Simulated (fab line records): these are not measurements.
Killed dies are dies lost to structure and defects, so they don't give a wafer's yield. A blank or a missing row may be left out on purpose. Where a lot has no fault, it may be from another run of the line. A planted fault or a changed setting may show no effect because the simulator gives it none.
fab line records	flow n5Finfet
record: lots: 10	wafers: 30	lastDay: 18
route steps=1938 shown BEOL_M4@1111 MIM_TOP@1835 MIM_BOT_ETCH@1867 PASS1_CAP@1874 PASSIVATION@1936
lots that met no fault: from a run of the same line without faults
startH: start of the lot's first displayed wafer, in hours after the record's first day	waitH: hours elapsed since this lot's preceding step	" unchanged from the row above	L1.1+2: a single row standing in for several wafers	- no value, or no start was given	* or withheld: withheld	< > ~ a bound
route shown NAME@n: a module of which the file shows steps, and the number in the route of the first	usual: mean/standard deviation taken from wafers without a fault	same: alike in all rows	chamber/n: place in a boat	sites: per-site readings	_std_site: standard deviation of those values	_edge_site: inner sites' mean taken away from outer sites' mean	radiusMm: for every site, how far away it sits from the centre of the wafer	mask NAME#n: copy n	behind: the last tool/chamber to shape the wafer	hold: why the lot was held/for how many hours/how that ended	device: the n, p or np transistor that did not switch	end of line: the same wafers' tests at the end of the route	a step given without rows: its recipe and nothing more	killed: not the wafer's yield, but the dies lost to structure and defects at the first sort	map: dies across one wafer; x = killed, . = not, _ = none there
set.NAME: the setting that was run; set.NAME@STEP: the one run at that earlier step	model.NAME: the simulator's own value behind a step, which no gauge read
steps of the route over a sample of lots; a table a step, a row a wafer
services: when a tool's chamber went out of use (startH, in hours from the record's first day, below 0 if earlier), for how many hours, and the reason
== steps ==
step: N5_BEOL_M4_RC_MEAS_101
usual: DIBL_N: 36.4/1.3	DIBL_P: 36.5/1.7	IOFF_N: 0.154/0.022	IOFF_P: 0.202/0.025	ION_N: 671/9.8	ION_P: 460/6.8	SS_N: 71.6/0.54	SS_P: 73.4/0.58	VT_N: 250.9/2.8	VT_P: -251.4/2.7
lot.wafer	tool	chamber	startH	waitH	DIBL_N[mV/V]	DIBL_P[mV/V]	IOFF_N[nA/um]	IOFF_P[nA/um]	ION_N[uA/um]	ION_P[uA/um]	SS_N[mV/dec]	SS_P[mV/dec]	VT_N[mV]	VT_P[mV]
L241.1	prober-02	0	172.44	0.0	37.2	35.9	0.159	0.181	682	449	73.0	73.1	252.0	-252.2
L241.4	"	0	"	"	34.8	33.7	0.124	0.161	668	458	71.3	73.1	255.4	-252.7
L241.5	"	0	"	"	37.4	36.4	0.168	0.194	674	452	72.1	72.9	250.2	-252.2
L244.3	prober-02	0	178.10	0.3	36.4	36.5	0.135	0.171	662	448	70.7	72.7	251.5	-255.8
L244.5	"	0	"	"	38.7	38.8	0.172	0.203	678	453	71.6	74.2	247.7	-253.6
L244.6	"	0	"	"	38.6	38.8	0.176	0.202	676	450	71.8	73.7	247.2	-253.1
L243.2	prober-02	0	182.20	0.2	39.3	38.5	0.174	0.185	669	447	72.4	74.5	252.2	-256.8
L243.5	"	0	"	"	36.8	36.2	0.132	0.155	662	446	71.7	72.9	253.1	-256.9
L243.6	"	0	"	"	35.7	34.4	0.116	0.142	657	444	71.4	73.5	258.6	-256.9
L245.2	prober-02	0	194.46	0.2	36.6	37.2	0.147	0.204	679	463	72.0	73.4	249.0	-249.7
L245.4	"	0	"	"	36.0	36.3	0.145	0.201	694	469	71.6	72.9	250.9	-250.8
L245.5	"	0	"	"	35.3	35.5	0.134	0.183	665	460	71.7	73.3	251.9	-252.3
L246.3	prober-02	0	205.12	0.3	37.8	37.6	0.182	0.234	680	470	71.4	73.9	247.4	-247.5
L246.5	"	0	"	"	36.2	35.6	0.152	0.199	684	466	70.8	73.4	249.2	-249.2
L246.6	"	0	"	"	36.0	35.5	0.147	0.197	681	466	71.3	73.8	248.4	-248.3
L253.1	prober-02	0	230.72	0.0	36.2	36.7	0.164	0.205	681	464	71.7	72.6	250.9	-250.8
L253.3	"	0	"	"	35.1	35.4	0.143	0.187	671	459	71.8	72.5	252.5	-251.6
L253.5	"	0	"	"	34.2	33.9	0.132	0.176	671	458	71.3	72.5	251.3	-253.4
L259.1	prober-01	0	282.60	0.0	35.8	35.5	0.135	0.225	662	466	70.9	73.0	253.4	-250.0
L259.3	"	0	"	"	38.0	37.1	0.161	0.260	656	461	72.7	73.9	249.9	-247.8
L259.6	"	0	"	"	36.2	35.9	0.139	0.243	655	458	71.7	73.3	252.5	-245.9
L261.3	prober-02	0	287.61	0.3	38.7	40.7	0.203	0.250	671	462	73.0	74.1	248.8	-248.9
L261.4	"	0	"	"	37.7	40.3	0.184	0.238	675	457	72.1	74.4	249.9	-249.7
L261.5	"	0	"	"	38.3	41.4	0.213	0.267	679	461	72.4	73.9	248.1	-247.8
L260.2	prober-01	0	295.86	0.2	37.1	35.6	0.163	0.198	661	449	71.9	73.7	250.8	-252.9
L260.3	"	0	"	"	37.6	37.3	0.188	0.241	676	463	71.9	74.4	244.2	-245.9
L260.5	"	0	"	"	37.2	37.7	0.193	0.248	687	469	71.4	73.6	246.1	-245.7
L262.3	prober-01	0	310.98	0.3	34.7	34.7	0.130	0.191	662	459	71.6	72.5	253.3	-251.2
L262.4	"	0	"	"	35.0	35.3	0.134	0.199	679	466	70.6	72.7	251.0	-248.1
L262.5	"	0	"	"	35.2	36.0	0.145	0.215	672	464	71.2	72.4	250.8	-249.1
step: N5_MIM_TOP_ALD_01
recipe: material: HfO2	targetThkA: 56	tempC: withheld	aldPrecursorFamily: Hf-amide	aldCoReactant: O3	pulseTimeS: 1	purgeTimeS: 3	coReactantPurgeTimeS: 2	coReactantPulseTimeS: 3	aldCycles: 62
usual: precursorPulseHeightRel: 1.001/0.02
same: pulseTimeS: 1
lot.wafer	tool	chamber	startH	waitH	precursorPulseHeightRel
L241.1	aldHk-01	0	-	-	1.008
L241.4	"	2	"	"	1.007
L241.5	"	2	"	"	1.013
L244.3	aldHk-02	1	-	-	0.991
L244.5	"	0	"	"	1.009
L244.6	"	1	"	"	0.966
L243.2	aldHk-01	1	-	-	0.963
L243.5	"	2	"	"	1.015
L243.6	"	3	"	"	0.997
L246.3	aldHk-02	2	-	-	1.015
L246.5	"	0	"	"	1.004
L246.6	"	3	"	"	1.001
L245.2	aldHk-01	0	-	-	0.998
L245.4	"	3	"	"	1.000
L245.5	"	0	"	"	1.003
L253.1	aldHk-01	2	-	-	1.009
L253.3	"	0	"	"	0.983
L253.5	"	3	"	"	1.034
L259.1	aldHk-03	2	-	-	1.009
L259.3	"	0	"	"	0.998
L259.6	"	2	"	"	0.998
L261.3	aldHk-03	3	-	-	1.018
L261.4	"	1	"	"	1.046
L261.5	"	1	"	"	1.002
L260.2	aldHk-01	0	-	-	0.971
L260.3	"	1	"	"	0.947
L260.5	"	1	"	"	1.029
L262.3	aldHk-01	3	-	-	1.023
L262.4	"	1	"	"	1.024
L262.5	"	2	"	"	0.996
step: N5_MIM_TOP_ALD_02
recipe: material: Al2O3	targetThkA: *	tempC: withheld	aldPrecursorFamily: TMA	aldCoReactant: O3	pulseTimeS: withheld	purgeTimeS: 3	coReactantPurgeTimeS: withheld	coReactantPulseTimeS: 3	aldCycles: withheld
usual: precursorPulseHeightRel: 0.998/0.02
lot.wafer	tool	chamber	startH	waitH	precursorPulseHeightRel
L241.1	aldHk-01	0	-	-	0.999
L241.4	"	2	"	"	1.010
L241.5	"	2	"	"	1.005
L244.3	aldHk-02	1	-	-	0.987
L244.5	"	0	"	"	1.005
L244.6	"	1	"	"	0.983
L243.2	aldHk-01	1	-	-	0.985
L243.5	"	2	"	"	1.001
L243.6	"	3	"	"	0.982
L246.3	aldHk-02	2	-	-	1.008
L246.5	"	0	"	"	1.012
L246.6	"	3	"	"	0.966
L245.2	aldHk-01	0	-	-	0.976
L245.4	"	3	"	"	0.991
L245.5	"	0	"	"	0.989
L253.1	aldHk-01	2	-	-	0.992
L253.3	"	0	"	"	0.972
L253.5	"	3	"	"	1.007
L259.1	aldHk-03	2	-	-	1.036
L259.3	"	0	"	"	1.024
L259.6	"	2	"	"	0.991
L261.3	aldHk-03	3	-	-	0.993
L261.4	"	1	"	"	0.971
L261.5	"	1	"	"	1.016
L260.2	aldHk-01	0	-	-	0.990
L260.3	"	1	"	"	0.975
L260.5	"	1	"	"	1.015
L262.3	aldHk-01	3	-	-	0.992
L262.4	"	1	"	"	0.968
L262.5	"	2	"	"	1.028
step: N5_MIM_BOT_ETCH_ETCH_03
recipe: chemistry: Cl2/BCl3	targetDepthA: 120	pressureMtorr: 8	icpW: 800	biasW: 100	Cl2_flow_sccm: 20	bcl3FlowSccm: 80
usual: bcl3FlowSccm: 80.00/0.23	biasW: 99.98/0.3	drypumpMotorCurrentA: 5.6/0.41	oesProductAu: 0.79/0.07	throttleValvePct: 27.54/0.27
lot.wafer	tool	chamber	startH	waitH	bcl3FlowSccm	biasW	drypumpMotorCurrentA	oesProductAu	rfHoursCounterH	throttleValvePct
L241.1	rieMetal-01	1	263.50	0.1	80.03	100.32	6.1	0.76	50	27.83
L241.4	"	1	"	"	79.93	99.97	6.1	0.76	-	27.84
L241.5	"	0	"	"	80.19	100.03	5.3	0.85	-	27.49
L244.3	rieMetal-02	0	269.03	0.1	-	-	-	-	-	-
L244.5	"	1	"	"	-	-	-	-	-	-
L244.6	"	0	"	"	-	-	-	-	-	-
L243.2	rieMetal-03	0	273.00	0.1	-	-	-	-	-	-
L243.5	"	1	"	"	-	-	-	-	-	-
L243.6	"	0	"	"	-	-	-	-	-	-
L246.3	rieMetal-01	1	306.66	0.1	-	-	-	-	-	-
L246.5	"	0	"	"	-	-	-	-	-	-
L246.6	"	1	"	"	-	-	-	-	-	-
L245.2	rieMetal-02	1	307.89	0.1	79.72	99.99	6.0	0.83	27	27.77
L245.4	"	0	"	"	79.66	100.22	5.0	0.64	-	27.54
L245.5	"	1	"	"	79.71	100.04	6.0	0.83	-	27.79
L253.1	rieMetal-03	1	320.94	0.1	80.34	99.87	5.9	0.74	51	27.57
L253.3	"	1	"	"	79.75	100.26	5.9	0.75	-	27.57
L253.5	"	1	"	"	79.94	100.39	5.9	0.74	-	27.59
L259.1	rieMetal-02	0	376.71	0.1	79.88	99.41	4.9	0.94	3	27.43
L259.3	"	1	"	"	80.28	100.02	6.0	0.80	-	27.80
L259.6	"	1	"	"	80.29	100.15	6.0	0.81	-	27.78
L261.3	rieMetal-02	0	383.33	0.1	79.52	100.20	4.9	0.93	-	27.43
L261.4	"	1	"	"	80.20	99.99	6.0	0.80	-	27.79
L261.5	"	0	"	"	80.04	99.96	4.9	0.93	-	27.45
L260.2	rieMetal-01	0	383.51	0.1	79.57	99.77	5.3	0.81	30	27.52
L260.3	"	1	"	"	79.63	100.59	6.1	0.73	-	27.87
L260.5	"	0	"	"	79.91	99.58	5.3	0.81	-	27.52
L262.3	rieMetal-03	0	411.56	0.1	80.15	99.94	5.3	0.80	-	27.02
L262.4	"	1	"	"	79.86	99.87	5.9	0.74	-	27.58
L262.5	"	1	"	"	80.20	100.36	5.9	0.74	-	27.57
step: N5_PASSIVATION_PECVD_01
recipe: material: SiNx	targetThkA: 2000	tempC: 400	precursor: SiH4/NH3/N2	pressureTorr: 4.9	rfW: 1406	timeS: 43.2
usual: heaterPowerW: 430/89	showerheadPlenumPTorr: 8.68/0.064	throttleValvePct: 29.3/1.1
lot.wafer	tool	chamber	startH	waitH	heaterPowerW	showerheadPlenumPTorr	throttleValvePct
L241.1	pecvd-04	0	264.27	0.0	518	8.73	30.4
L241.4	"	1	"	"	272	8.60	30.5
L241.5	"	2	"	"	423	8.72	27.5
L245.2	pecvd-03	1	308.66	0.0	444	8.82	29.4
L245.4	"	0	"	"	528	8.68	29.7
L245.5	"	1	"	"	454	8.79	29.1
L253.1	pecvd-04	1	321.71	0.0	379	8.60	30.3
L253.3	"	2	"	"	375	8.73	27.9
L253.5	"	0	"	"	536	8.71	30.7
L259.1	pecvd-04	2	377.93	0.0	485	8.73	28.1
L259.3	"	0	"	"	510	8.70	30.2
L259.6	"	0	"	"	531	8.71	30.4
L261.3	pecvd-04	0	384.06	0.0	417	8.69	30.6
L261.4	"	0	"	"	446	8.69	30.5
L261.5	"	2	"	"	515	8.74	28.2
L260.2	pecvd-02	0	384.29	0.0	404	8.67	29.8
L260.3	"	0	"	"	424	8.68	29.5
L260.5	"	2	"	"	404	8.71	28.1
L262.3	pecvd-04	1	412.39	0.0	371	8.60	30.4
L262.4	"	1	"	"	382	8.60	29.9
L262.5	"	0	"	"	539	8.70	30.5
step: N5_PASSIVATION_PROBE_49
usual: defectLimitedYield: 91.1/1.3	killed_at_M0_to_M3: 34/10	killed_at_M4_up: 14/5.7	killedAtContacts: 12/5.9	killedAtFrontEnd: 41/12	killedAtOther: 4/3.1	killedDies: 105/15	killedOnRim: 14/4.2	killedOpen: 69/11	killedShort: 35/7.8	sort_bin_5_function: 5.3/0.81	sort_bin_6_memory: 3.3/0.75	sort_bin_8_speed: 0.00/0.007	sortNPass: 1075/15	sortYieldPct: 91.1/1.3
same: grossDies: 1180	killedAtBackSide: 0	sort_bin_4_leakage[%]: 0
lot.wafer	tool	chamber	startH	waitH	defectLimitedYield[%]	killed_at_M0_to_M3	killed_at_M4_up	killedAtContacts	killedAtFrontEnd	killedAtOther	killedDies	killedOnRim	killedOpen	killedShort	sort_bin_5_function[%]	sort_bin_6_memory[%]	sort_bin_8_speed[%]	sortNPass	sortYieldPct[%]
L244.3	prober-01	-	279.42	0.1	0	19	11	24	29	1097	1180	152	61	23	97.1	2.7	0	0	0
L244.5	prober-01	-	279.52	0.2	0	47	12	20	30	1071	1180	152	69	41	96.9	2.9	0	0	0
L244.6	prober-01	-	279.57	0.3	0	29	14	8	39	1090	1180	152	59	30	97.5	2.2	0	0	0
L243.2	prober-02	-	282.13	0.1	0	41	5	23	35	1076	1180	152	75	31	97.2	2.5	0	0	0
L243.5	prober-02	-	282.28	0.2	0	41	10	24	31	1074	1180	152	76	31	96.3	3.6	0	0	0
L243.6	prober-02	-	282.33	0.3	0	46	6	16	30	1082	1180	152	66	30	96.9	2.5	0	0	0
L246.3	prober-01	-	316.74	0.1	0	36	23	11	30	1080	1180	152	75	29	96.4	3.4	0	0	0
L246.5	prober-01	-	316.84	0.2	0	22	12	22	30	1094	1180	152	58	34	96.7	2.9	0	0	0
L246.6	prober-01	-	316.89	0.3	0	37	22	15	32	1074	1180	152	73	34	95.4	4.3	0	0	0
killed by level:class
L244.3 MIM_BOT_ETCH:areaEtch=1095 MOL_CONTACT_COAG:geometricParticle:open=23 DUMMY_GATE:geometricParticle:open=9 BEOL_M4:geometricParticle:open=8 GATE_CUT:geometricParticle:short=5 BEOL_M2:geometricParticle:open=4 BEOL_M1:geometricParticle:open=4 DUMMY_GATE:geometricParticle:short=3
L244.5 MIM_BOT_ETCH:areaEtch=1069 BEOL_M2:geometricParticle:open=16 MOL_CONTACT_COAG:geometricParticle:open=10 MOL_CONTACT_COAG:geometricParticle:short=9 BEOL_M0_SAQP:geometricParticle:short=9 BEOL_M0:geometricParticle:open=8 BEOL_M0_SAQP:geometricParticle:open=6 GATE_CUT:geometricParticle:short=5
L244.6 MIM_BOT_ETCH:areaEtch=1089 BEOL_M0_SAQP:geometricParticle:open=9 BEOL_M0_SAQP:geometricParticle:short=7 BEOL_M4:geometricParticle:open=7 STI_FIN_REVEAL:geometricParticle:open=6 DUMMY_GATE:geometricParticle:open=6 GATE_CUT:geometricParticle:short=6 FIN_SAQP:geometricParticle:open=5
L243.2 MIM_BOT_ETCH:areaEtch=1073 MOL_CONTACT_COAG:geometricParticle:open=21 BEOL_M2:geometricParticle:open=16 BEOL_M0_SAQP:geometricParticle:short=9 BEOL_M2:geometricParticle:short=7 GATE_CUT:geometricParticle:open=6 FIN_SAQP:geometricParticle:open=5 STI_FIN_REVEAL:geometricParticle:open=5
L243.5 MIM_BOT_ETCH:areaEtch=1072 MOL_CONTACT_COAG:geometricParticle:open=21 BEOL_M2:geometricParticle:open=10 BEOL_M3:geometricParticle:open=7 BEOL_M4:geometricParticle:open=7 BEOL_M0_SAQP:geometricParticle:short=6 FIN_SAQP:geometricParticle:open=4 STI_FIN_REVEAL:geometricParticle:open=4
L243.6 MIM_BOT_ETCH:areaEtch=1081 MOL_CONTACT_COAG:geometricParticle:open=14 BEOL_M2:geometricParticle:open=11 BEOL_M0_SAQP:geometricParticle:short=11 BEOL_M1:geometricParticle:open=7 STI_FIN_REVEAL:geometricParticle:open=6 BEOL_M2:geometricParticle:short=6 BEOL_M4:geometricParticle:open=5
L246.3 MIM_BOT_ETCH:areaEtch=1076 BEOL_M0_SAQP:geometricParticle:open=13 STI_FIN_REVEAL:geometricParticle:open=9 BEOL_M4:geometricParticle:open=9 BEOL_M5:geometricParticle:open=9 GATE_CUT:geometricParticle:short=7 MOL_CONTACT_COAG:geometricParticle:open=7 BEOL_M0_SAQP:geometricParticle:short=6
L246.5 MIM_BOT_ETCH:areaEtch=1086 MOL_CONTACT_COAG:geometricParticle:open=17 GATE_CUT:geometricParticle:short=11 STI_FIN_REVEAL:geometricParticle:open=9 MOL_CONTACT_COAG:geometricParticle:short=5 BEOL_M0_SAQP:geometricParticle:open=5 BEOL_M1:geometricParticle:open=5 BEOL_M0_SAQP:geometricParticle:short=4
L246.6 MIM_BOT_ETCH:areaEtch=1073 MOL_CONTACT_COAG:geometricParticle:open=11 STI_FIN_REVEAL:geometricParticle:open=10 BEOL_M4:geometricParticle:open=9 BEOL_M0_SAQP:geometricParticle:open=6 BEOL_M0_SAQP:geometricParticle:short=6 BEOL_M1:geometricParticle:open=6 BEOL_M2:geometricParticle:open=6
== services ==
tool	chamber	startH	hours	kind
pecvd-03	2	239.61	5.5	scheduledDown
pecvd-04	2	241.44	2.1	scheduledDown
rieMetal-02	-	250.37	0.5	repair
pecvd-03	-	255.30	4.5	repair
pecvd-02	-	256.26	0.7	repair
aldHk-02	-	306.76	1.1	repair
rieMetal-02	0	318.97	-	clean
rieMetal-02	0	318.97	17.0	scheduledDown
rieMetal-02	0	318.97	17.0	ventCycle
pecvd-04	0	319.25	2.1	scheduledDown
aldHk-03	-	327.36	8.7	pm
rieMetal-02	-	340.53	4.3	pm
aldHk-02	-	341.08	1.3	repair
pecvd-02	2	350.45	-	calibration
pecvd-03	-	354.52	5.5	pm
rieMetal-03	-	375.76	0.7	repair
rieMetal-03	-	382.05	28.1	pm
pecvd-02	1	383.62	-	clean
pecvd-02	1	383.62	-	consumableReplace:showerhead
pecvd-02	1	383.62	29.0	scheduledDown
pecvd-02	1	383.62	29.0	ventCycle
aldHk-01	-	394.97	2.8	pm
rieMetal-01	-	399.99	1.4	pm
== key ==
firstSign: step: N5_MIM_BOT_ETCH_ETCH_03	reading: toolRecord	direction: missing
effect: step: N5_PASSIVATION_PROBE_49	reading: killedAtOther	direction: up	sigmas: 99+	usual: 4	struck: 1082
moreKillsBornAt: N5_MIM_BOT_ETCH_ETCH_03@rieMetal-02: 3253	N5_MIM_BOT_ETCH_ETCH_03@rieMetal-01: 3235	N5_MIM_BOT_ETCH_ETCH_03@rieMetal-03: 3226
metAt N5_MIM_BOT_ETCH_ETCH_03
struckLots L243,L244,L246
laterRowsLeftOut L243.2,L243.5,L243.6,L244.3,L244.5,L244.6,L246.3,L246.5,L246.6
notActingAt N5_MIM_TOP_ALD_01,N5_MIM_TOP_ALD_02,N5_PASSIVATION_PECVD_01
onsetBetween 263.50 269.03
fault: kind: skippedStepWhole	tool: rieMetal-01,rieMetal-02,rieMetal-03	chamber: -	onsetH: 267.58	steps: N5_MIM_BOT_ETCH_ETCH_03	scope: struckLotsOnly
laterRowsLeftOut: the simulator's readings of these wafers behind a module that went badly wrong aren't trusted and aren't shown, but for the sort
